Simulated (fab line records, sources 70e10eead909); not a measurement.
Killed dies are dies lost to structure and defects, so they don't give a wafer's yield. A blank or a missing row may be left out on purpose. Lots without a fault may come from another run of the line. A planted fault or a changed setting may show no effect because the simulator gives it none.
Problem report in the 8D (eight disciplines) form, filled by code | flow nand_harc | the parts of the form that need people (team, actions taken, sign-off) are left out

1. THE PROBLEM
thk_nm at NHARC_P_M2_THK_MEAS_24 reads a mean of 138.2 nm on 1 wafer of 1 lot; wafers without a fault read 144.6 nm with a standard deviation of 1.5. That is -4.3 standard deviations from the usual mean.
The step: measures by xrf.
First seen on wafer L780.1, day 10 06:04, on film_metro-02. The record holds 33 wafers of 11 lots with a number at this step. Rule for "out", or "out of limits": more than 4 standard deviations from the usual mean. The other wafers with a number count as sound.

2. WHAT IT IS AND WHAT IT IS NOT
question                    | is                | is not
which readings at this step | thk_nm            | -
which lots                  | L780              | L764, L766, L767, L768, L770, L773, L774, L775, L776, L778
which wafers of those lots  | L780.1            | L780.4, L780.6
read on which gauges        | film_metro-02     | film_metro-01
when                        | from day 10 06:04 | up to then (32 sound wafers)

3. SUSPECTS, AND WHAT RULES EACH OUT
Counting: a tool at a process step up to the reading stays a suspect if it ran every lot that is out. Sound lots after the first of them don't rule it out here, since some wafers of a struck lot are sound.
- the gauge at NHARC_P_M2_THK_MEAS_24: ruled out. All the wafers that are out were read on film_metro-02, but those of them that NHARC_P_M2_CMP_23 has rows for are out there too, on other tools.
- pecvd-02 at NHARC_P_M1_PRE_CLEAN_32 (time 12 s): kept. It ran the lot that is out, L780 (day 10 02:00); its last sound lot up to then is L775 (day 8 19:50).
- rie_diel-08 at NHARC_P_M2_STRIP_18 (strips in N2/H2): kept. It ran the lot that is out, L780 (day 10 03:59); its last sound lot up to then is L778 (day 9 11:08).
- cmp-01 at NHARC_P_M2_CMP_23 (polishes, t overpolish 20 s, target thk 144.3 nm): kept. It ran the lot that is out, L780 (day 10 05:44); its last sound lot up to then is L778 (day 9 12:59). Its own readings are out on those wafers: time_to_endpoint_s.
Left after counting: pecvd-02 at NHARC_P_M1_PRE_CLEAN_32, rie_diel-08 at NHARC_P_M2_STRIP_18, cmp-01 at NHARC_P_M2_CMP_23.

4. THE CAUSE (what the simulator had put in)
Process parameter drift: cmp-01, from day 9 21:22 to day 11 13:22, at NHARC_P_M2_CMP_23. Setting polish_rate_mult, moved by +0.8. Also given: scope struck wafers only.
Counting left 3 suspects, and this tool is among them.

5. THE CHAIN OF EFFECTS, in route order
Each row: a reading whose mean over the struck wafers that have a number lies more than 3 standard deviations from the usual. Only readings for which the record gives a usual standard deviation are gone through. hours: the time from each lot's start at the first step in this table that gives one to its start at this step, as a median over the lots. sigmas: the change in usual standard deviations.
hours | step                   | reading            | usual    | on struck wafers | change | sigmas
0     | NHARC_P_M2_CMP_23      | time_to_endpoint_s | 28.8 s   | 15.9             | -12.9  | -5.6
0     | NHARC_P_M2_THK_MEAS_24 | thk_nm             | 144.6 nm | 138.2            | -6.4   | -4.3
The process steps in it:
- NHARC_P_M2_CMP_23: polishes, t overpolish 20 s, target thk 144.3 nm.

6. WHAT WOULD HAVE CAUGHT IT SOONER
In this record the first reading out of limits at a measuring or inspecting step was taken at day 10 06:04, 9 hours after the fault began at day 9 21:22.
The tool's own readings at NHARC_P_M2_CMP_23 were out on every struck wafer that the step has a row for (time_to_endpoint_s): an alarm limit on them would have fired on the first of those.
All the lots that are out (1) had begun NHARC_P_M2_CMP_23 on cmp-01 by day 10 06:04. A hold on the tool at that time would have spared none of them.
